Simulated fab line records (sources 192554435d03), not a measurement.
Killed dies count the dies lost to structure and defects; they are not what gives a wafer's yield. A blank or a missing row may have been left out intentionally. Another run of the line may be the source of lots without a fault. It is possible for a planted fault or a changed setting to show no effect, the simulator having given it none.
Matching of chambers || flow n5_finfet || rie_diel-05 running N5_MOL_CONTACT_COAG_ETCH_90: 4 sister chambers
The step etches SiARC in CF4, target depth 13 nm, time 21.7 s. 8 wafers are shown with their chamber, then 12 later ones without.

== WAFERS PAIRED WITH THEIR CHAMBERS ==
{"wafer": "L079.3", "chamber": 3, "showerhead_plenum_p_Torr (Torr)": 2.27, "drypump_motor_current_A (A)": 5.0}
{"wafer": "L080.5", "chamber": 1, "showerhead_plenum_p_Torr (Torr)": 2.19, "drypump_motor_current_A (A)": 6.1}
{"wafer": "L080.6", "chamber": 2, "showerhead_plenum_p_Torr (Torr)": 2.09, "drypump_motor_current_A (A)": 5.6}
{"wafer": "L083.1", "chamber": 1, "showerhead_plenum_p_Torr (Torr)": 2.19, "drypump_motor_current_A (A)": 6.1}
{"wafer": "L083.3", "chamber": 2, "showerhead_plenum_p_Torr (Torr)": 2.08, "drypump_motor_current_A (A)": 5.6}
{"wafer": "L086.2", "chamber": 0, "showerhead_plenum_p_Torr (Torr)": 2.10, "drypump_motor_current_A (A)": 5.5}
{"wafer": "L086.3", "chamber": 3, "showerhead_plenum_p_Torr (Torr)": 2.27, "drypump_motor_current_A (A)": 4.9}
{"wafer": "L086.6", "chamber": 0, "showerhead_plenum_p_Torr (Torr)": 2.10, "drypump_motor_current_A (A)": 5.5}

== WAFERS MISSING THEIR CHAMBER ==
{"wafer": "L088.1", "showerhead_plenum_p_Torr (Torr)": 2.08, "drypump_motor_current_A (A)": 5.7}
{"wafer": "L088.4", "showerhead_plenum_p_Torr (Torr)": 2.10, "drypump_motor_current_A (A)": 5.5}
{"wafer": "L088.6", "showerhead_plenum_p_Torr (Torr)": 2.18, "drypump_motor_current_A (A)": 6.1}
{"wafer": "L090.1", "showerhead_plenum_p_Torr (Torr)": 2.27, "drypump_motor_current_A (A)": 4.9}
{"wafer": "L090.3", "showerhead_plenum_p_Torr (Torr)": 2.08, "drypump_motor_current_A (A)": 5.6}
{"wafer": "L090.4", "showerhead_plenum_p_Torr (Torr)": 2.10, "drypump_motor_current_A (A)": 5.5}
{"wafer": "L094.1", "showerhead_plenum_p_Torr (Torr)": 2.10, "drypump_motor_current_A (A)": 5.5}
{"wafer": "L094.5", "showerhead_plenum_p_Torr (Torr)": 2.10, "drypump_motor_current_A (A)": 5.5}
{"wafer": "L094.6", "showerhead_plenum_p_Torr (Torr)": 2.18, "drypump_motor_current_A (A)": 6.1}
{"wafer": "L095.3", "showerhead_plenum_p_Torr (Torr)": 2.08, "drypump_motor_current_A (A)": 5.6}
{"wafer": "L095.4", "showerhead_plenum_p_Torr (Torr)": 2.26, "drypump_motor_current_A (A)": 5.0}
{"wafer": "L095.6", "showerhead_plenum_p_Torr (Torr)": 2.18, "drypump_motor_current_A (A)": 6.1}

== THE CHAMBER EACH PASSED THROUGH ==
{"wafer": "L088.1", "from the rows above": 2, "in truth": 2}
{"wafer": "L088.4", "from the rows above": 0, "in truth": 0}
{"wafer": "L088.6", "from the rows above": 1, "in truth": 1}
{"wafer": "L090.1", "from the rows above": 3, "in truth": 3}
{"wafer": "L090.3", "from the rows above": 2, "in truth": 2}
{"wafer": "L090.4", "from the rows above": 0, "in truth": 0}
{"wafer": "L094.1", "from the rows above": 0, "in truth": 0}
{"wafer": "L094.5", "from the rows above": 0, "in truth": 0}
{"wafer": "L094.6", "from the rows above": 1, "in truth": 1}
{"wafer": "L095.3", "from the rows above": 2, "in truth": 2}
{"wafer": "L095.4", "from the rows above": 3, "in truth": 3}
{"wafer": "L095.6", "from the rows above": 1, "in truth": 1}
12 of 12 placed correctly. Not placeable from these rows: 0. Number placed wrongly: 0.
How it was worked out, from the rows above alone: a wafer's distance from a chamber is the root of the sum, over the readings, of the square of ((its reading less the chamber's mean) divided by the reading's scatter). If the next closest chamber is less than 2 further off than the closest, the wafer can't be placed; otherwise it belongs to the closest. Each chamber's mean is taken over the wafers shown for it. How the scatter is found: for the shown wafers, subtract from each reading the mean of its chamber, square and add these, divide the total by (wafers less chambers), then take the root.
